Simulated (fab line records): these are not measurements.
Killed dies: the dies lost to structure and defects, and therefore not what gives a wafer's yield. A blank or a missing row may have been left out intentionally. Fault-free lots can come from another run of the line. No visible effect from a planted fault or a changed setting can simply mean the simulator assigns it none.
What tool caused it?	flow nandHarc	24 lots, 72 wafers sampled, at 4 steps of a route of 1302

== WHAT EACH GAUGE READ, for each wafer ==
NHARC_A_CHANNEL_HOLE_D1_INSPECT_40.
lot	measured	on	rawDefectCount
L074	day 8 23:07	defectInspect-01	116 110 95
L075	day 9 02:34	defectInspect-01	23 32 31
L076	day 9 12:21	defectInspect-01	96 100 111
L077	day 10 02:31	defectInspect-02	26 32 36
L078	day 10 09:20	defectInspect-01	60 57 39
L079	day 10 14:04	defectInspect-01	114 97 116
L080	day 11 07:04	defectInspect-02	40 44 57
L082	day 12 05:44	defectInspect-01	105 134 95
L081	day 12 06:22	defectInspect-01	60 59 30
L083	day 12 13:59	defectInspect-02	84 59 53
L085	day 13 13:04	defectInspect-02	49 40 49
L084	day 13 15:17	defectInspect-02	105 83 100
L086	day 14 03:17	defectInspect-01	54 53 37
L087	day 14 07:26	defectInspect-02	36 31 60
L088	day 14 16:04	defectInspect-01	115 76 90
L089	day 14 17:07	defectInspect-01	65 63 60
L091	day 15 15:09	defectInspect-01	112 98 90
L090	day 15 15:48	defectInspect-02	54 47 56
L092	day 16 05:41	defectInspect-01	66 98 73
L093	day 16 11:56	defectInspect-02	76 68 108
L094	day 17 02:41	defectInspect-02	85 67 65
L095	day 18 00:02	defectInspect-02	80 75 54
L096	day 18 08:24	defectInspect-01	59 63 64
L097	day 18 09:04	defectInspect-01	43 44 43

NHARC_A_DECK1_JOINT_INSPECT_05.
lot	measured	on	rawDefectCount
L074	day 12 09:32	defectInspect-02	282 306 219
L075	day 12 09:32	defectInspect-01	156 167 198
L076	day 12 23:42	defectInspect-01	367 389 433
L077	day 13 21:01	defectInspect-01	412 204 308
L078	day 14 05:26	defectInspect-01	357 295 299
L079	day 14 12:35	defectInspect-01	213 309 427
L080	day 14 18:07	defectInspect-01	359 259 259
L082	day 15 18:08	defectInspect-02	353 404 227
L081	day 15 18:08	defectInspect-01	289 279 234
L083	day 16 00:56	defectInspect-02	175 136 222
L085	day 16 23:23	defectInspect-02	146 148 212
L084	day 16 23:23	defectInspect-02	571 246 730
L086	day 17 14:13	defectInspect-02	193 344 226
L087	day 17 14:13	defectInspect-01	587 338 491
L088	day 18 10:36	defectInspect-02	548 450 361
L089	day 18 10:35	defectInspect-01	381 242 229
L091	day 19 07:19	defectInspect-02	429 499 309
L090	day 19 07:19	defectInspect-01	398 336 168
L092	day 19 17:13	defectInspect-01	213 383 478
L093	day 20 03:05	defectInspect-01	422 471 388
L094	day 20 20:32	defectInspect-02	245 268 246
L095	day 21 08:50	defectInspect-02	197 270 210
L096	day 21 20:23	defectInspect-01	327 434 382
L097	day 21 20:17	defectInspect-02	233 225 231

NHARC_A_ONON_D2_THK_MEAS_02: measures by ellipsometry.
lot	measured	on	thkNm (nm)
L074	day 12 10:19	filmMetro-01	978 977 978
L075	day 12 10:07	filmMetro-01	992 990 991
L076	day 13 00:17	filmMetro-02	990 989 989
L077	day 13 21:35	filmMetro-01	1000 999 1001
L078	day 14 06:01	filmMetro-02	996 997 995
L079	day 14 13:10	filmMetro-02	1002 1001 1001
L080	day 14 18:41	filmMetro-02	996 994 996
L082	day 15 18:43	filmMetro-02	1004 1004 1004
L081	day 15 18:42	filmMetro-01	1006 1006 1006
L083	day 16 01:30	filmMetro-02	994 994 993
L085	day 16 23:58	filmMetro-01	988 988 988
L084	day 16 23:58	filmMetro-01	1010 1012 1011
L086	day 17 15:06	filmMetro-01	986 987 986
L087	day 17 14:47	filmMetro-02	1012 1014 1013
L088	day 18 11:12	filmMetro-01	1018 1016 1017
L089	day 18 11:10	filmMetro-02	994 991 993
L091	day 19 07:54	filmMetro-01	1001 1002 1002
L090	day 19 07:54	filmMetro-01	1005 1006 1006
L092	day 19 17:47	filmMetro-02	999 999 998
L093	day 20 03:40	filmMetro-01	1002 1001 1002
L094	day 20 21:06	filmMetro-02	1014 1012 1010
L095	day 21 09:25	filmMetro-02	995 995 994
L096	day 21 21:04	filmMetro-01	995 996 998
L097	day 21 20:52	filmMetro-02	988 988 989

== WHAT TOOL EACH LOT RAN ON (gives the tool, then ch and the chambers of the sampled wafers, and finally the start) ==
lot	NHARC_A_CHANNEL_FILL_D1_ETCHBACK_08
L074	rieDiel-06 ch 0,1,3, day 12 09:32 or earlier
L075	rieDiel-01 ch 1,3, day 12 09:32 or earlier
L076	rieDiel-01 ch 0,1, day 12 23:42 or earlier
L077	rieDiel-01 ch 0,1,2, day 13 21:01 or earlier
L078	rieDiel-08 ch 0,1,2, day 14 05:26 or earlier
L079	rieDiel-08 ch 0,1, day 14 12:35 or earlier
L080	rieDiel-06 ch 0,3, day 14 18:07 or earlier
L082	rieDiel-01 ch 1,2,3, day 15 18:08 or earlier
L081	rieDiel-08 ch 0,1,2, day 15 18:08 or earlier
L083	rieDiel-08 ch 0,1,2, day 16 00:56 or earlier
L085	rieDiel-01 ch 1,3, day 16 23:23 or earlier
L084	rieDiel-08 ch 2,3, day 16 23:23 or earlier
L086	rieDiel-01 ch 0,1, day 17 14:13 or earlier
L087	rieDiel-08 ch 0,1, day 17 14:13 or earlier
L088	rieDiel-06 ch 0,2,3, day 18 10:36 or earlier
L089	rieDiel-01 ch 0,2,3, day 18 10:35 or earlier
L091	rieDiel-06 ch 1,2,3, day 19 07:19 or earlier
L090	rieDiel-01 ch 2,3, day 19 07:19 or earlier
L092	rieDiel-01 ch 0,1,3, day 19 17:13 or earlier
L093	rieDiel-08 ch 0,1,3, day 20 03:05 or earlier
L094	rieDiel-08 ch 0,3, day 20 20:32 or earlier
L095	rieDiel-06 ch 0,1,2, day 21 08:50 or earlier
L096	rieDiel-01 ch 0,1,3, day 21 20:23 or earlier
L097	rieDiel-08 ch 2,3, day 21 20:17 or earlier
- NHARC_A_CHANNEL_FILL_D1_ETCHBACK_08: etches the open film in C4F8, target depth 220 nm, time 110 s.

== WHAT THE TOOLS THEMSELVES READ (means of the sampled wafers that have a number; where no wafer has one, the mark that the record gives instead) ==
NHARC_A_CHANNEL_FILL_D1_ETCHBACK_08.
lot	tool	oesProductAu (a.u.)	rfVppV (V)
L074	rieDiel-06	1.00	443.1
L075	rieDiel-01	0.99	443.6
L076	rieDiel-01	0.92	441.2
L077	rieDiel-01	0.95	441.7
L078	rieDiel-08	0.92	440.7
L079	rieDiel-08	0.93	439.4
L080	rieDiel-06	0.94	442.2
L082	rieDiel-01	0.95	442.7
L081	rieDiel-08	0.92	440.7
L083	rieDiel-08	0.92	440.4
L085	rieDiel-01	0.92	444.9
L084	rieDiel-08	0.92	441.0
L086	rieDiel-01	0.91	442.2
L087	rieDiel-08	0.93	438.4
L088	rieDiel-06	1.00	441.4
L089	rieDiel-01	0.92	442.0
L091	rieDiel-06	0.93	441.8
L090	rieDiel-01	0.98	442.6
L092	rieDiel-01	0.92	442.4
L093	rieDiel-08	1.00	437.6
L094	rieDiel-08	0.92	438.9
L095	rieDiel-06	0.93	440.4
L096	rieDiel-01	0.93	442.2
L097	rieDiel-08	1.01	440.7

== THE ANSWER, worked out from the rows above alone ==
Rule: usual is defined by the lots themselves. The widest of any qualifying gaps counts: lots, ordered by their means at a reading, are off when they make up no more than a third of the lots, leave a main group of 4 or more, and stand apart from it by 3 or more times the standard deviation of that group's means. A main group is skipped when, at the precision printed for the reading in the tables above, its means are all equal. Also off: a lot with no number at a reading for which 4 or more lots have one. Any other lot the step has rows for is counted as sound. Order of review: gauges by route order, followed by the tools' own readings, for which a lot's mean as printed above is used. The first step at which some lot is off is used, and at that step the reading that is off furthest; a lot without a number counts as furthest.
No lot is off at any reading shown: from this, nothing can be told.

== WHAT THE SIMULATOR HAD INSERTED ==
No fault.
